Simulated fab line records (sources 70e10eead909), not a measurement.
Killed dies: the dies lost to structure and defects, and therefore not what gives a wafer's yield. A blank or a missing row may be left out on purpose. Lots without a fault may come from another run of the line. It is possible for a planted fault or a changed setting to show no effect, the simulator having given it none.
Chamber matching | flow nand_harc | NHARC_A_CONTACT_ETCH_91 on rie_diel-13 has 3 sister chambers
The step etches the open film in CH3F/O2, target depth 40 nm, time 85.7 s. 14 wafers are shown with their chamber, then 5 later ones without.

## WAFERS PAIRED WITH THEIR CHAMBERS
wafer  | chamber | showerhead_plenum_p_Torr (Torr) | drypump_motor_current_A (A) | rf_vpp_V (V)
L079.1 | 3       | 2.38                            | 5.6                         | 243.6
L079.2 | 0       | 2.32                            | 5.4                         | 245.0
L079.6 | 2       | 2.53                            | 5.7                         | 243.7
L087.2 | 3       | 2.38                            | 5.6                         | 243.7
L087.3 | 0       | 2.32                            | 5.4                         | 242.9
L087.4 | 0       | 2.32                            | 5.5                         | 242.3
L089.2 | 0       | 2.32                            | 5.4                         | 241.8
L089.4 | 2       | 2.52                            | 5.6                         | 245.1
L089.5 | 2       | 2.52                            | 5.6                         | 245.6
L091.1 | 3       | 2.38                            | 5.6                         | 242.6
L091.4 | 2       | 2.52                            | 5.6                         | 245.2
L091.5 | 0       | 2.32                            | 5.4                         | 243.6
L092.1 | 0       | 2.32                            | 5.4                         | 241.5
L092.3 | 2       | 2.52                            | 5.6                         | 245.5

SIGNATURES (averages over the wafers above)
reading                  | chamber 0 | chamber 2 | chamber 3 | scatter within a chamber
showerhead_plenum_p_Torr | 2.3200    | 2.5220    | 2.3800    | 0.0027
drypump_motor_current_A  | 5.417     | 5.620     | 5.600     | 0.0385
rf_vpp_V                 | 242.850   | 245.020   | 243.300   | 1.02
Rule: a wafer's distance from a chamber is the root of the sum, over the readings, of the square of ((its reading less the chamber's mean) divided by the reading's scatter). The wafer belongs to the nearest chamber; if the next one is less than 2 further off, it can't be placed. The scatter: take each reading less its chamber's mean, square it, sum over the shown wafers, divide by the number of wafers less the number of chambers, and take the root.

## WAFERS WITH NO CHAMBER GIVEN
wafer  | showerhead_plenum_p_Torr (Torr) | drypump_motor_current_A (A) | rf_vpp_V (V)
L092.5 | 2.52                            | 5.6                         | 245.0
L095.4 | 2.52                            | 5.6                         | 244.6
L095.6 | 2.52                            | 5.7                         | 244.7
L094.2 | 2.52                            | 5.6                         | 245.6
L094.5 | 2.38                            | 5.6                         | 242.5

## EACH ONE'S CHAMBER
wafer  | from the rows above | in truth
L092.5 | 2                   | 2
L095.4 | 2                   | 2
L095.6 | 2                   | 2
L094.2 | 2                   | 2
L094.5 | 3                   | 3
5 of 5 placed correctly. From these rows, 0 cannot be placed. Placed wrongly: 0.
